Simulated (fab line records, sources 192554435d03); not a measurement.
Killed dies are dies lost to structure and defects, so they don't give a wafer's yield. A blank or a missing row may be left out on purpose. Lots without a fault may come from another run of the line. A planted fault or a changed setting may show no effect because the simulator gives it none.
Chamber matching | flow n5_finfet | N5_GATE_CUT_CMP_61 on cmp-03: 4 sister chambers
The step polishes, stops on SiNx, t overpolish 3 s. 4 wafers are shown with their chamber, then 8 later ones without.

WAFERS WITH THEIR CHAMBER
wafer  | chamber | motor_current_A (A)
L076.2 | 2       | 12.5
L078.6 | 1       | 12.6
L081.3 | 0       | 10.9
L085.1 | 3       | 12.7

WAFERS WITHOUT THEIR CHAMBER
wafer  | motor_current_A (A)
L085.4 | 12.2
L085.5 | 12.2
L092.2 | 10.2
L092.3 | 12.2
L092.4 | 12.3
L097.1 | 12.5
L097.4 | 10.7
L097.6 | 12.2

WHICH CHAMBER EACH WENT THROUGH
wafer  | from the rows above          | in truth
L085.4 | can't be placed: 2 or 1 or 3 | 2
L085.5 | can't be placed: 2 or 1 or 3 | 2
L092.2 | 0                            | 0
L092.3 | can't be placed: 2 or 1 or 3 | 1
L092.4 | can't be placed: 2 or 1 or 3 | 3
L097.1 | can't be placed: 2 or 1 or 3 | 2
L097.4 | 0                            | 0
L097.6 | can't be placed: 2 or 1 or 3 | 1
Placed correctly: 2 of 8. Can't be placed from these rows: 6 (the true chamber is among the candidates in 6). Placed wrongly: 0.
How it was worked out, from the rows above alone: a wafer's distance from a chamber is the root of the sum, over the readings, of the square of ((its reading less the chamber's mean) divided by the reading's scatter). The wafer belongs to the nearest chamber; if the next one is less than 2 further off, it can't be placed. A chamber's mean is the mean of its shown wafers. The scatter: with one shown wafer a chamber, the root of the mean of the squares of how far each hidden wafer lies from its nearest shown one.
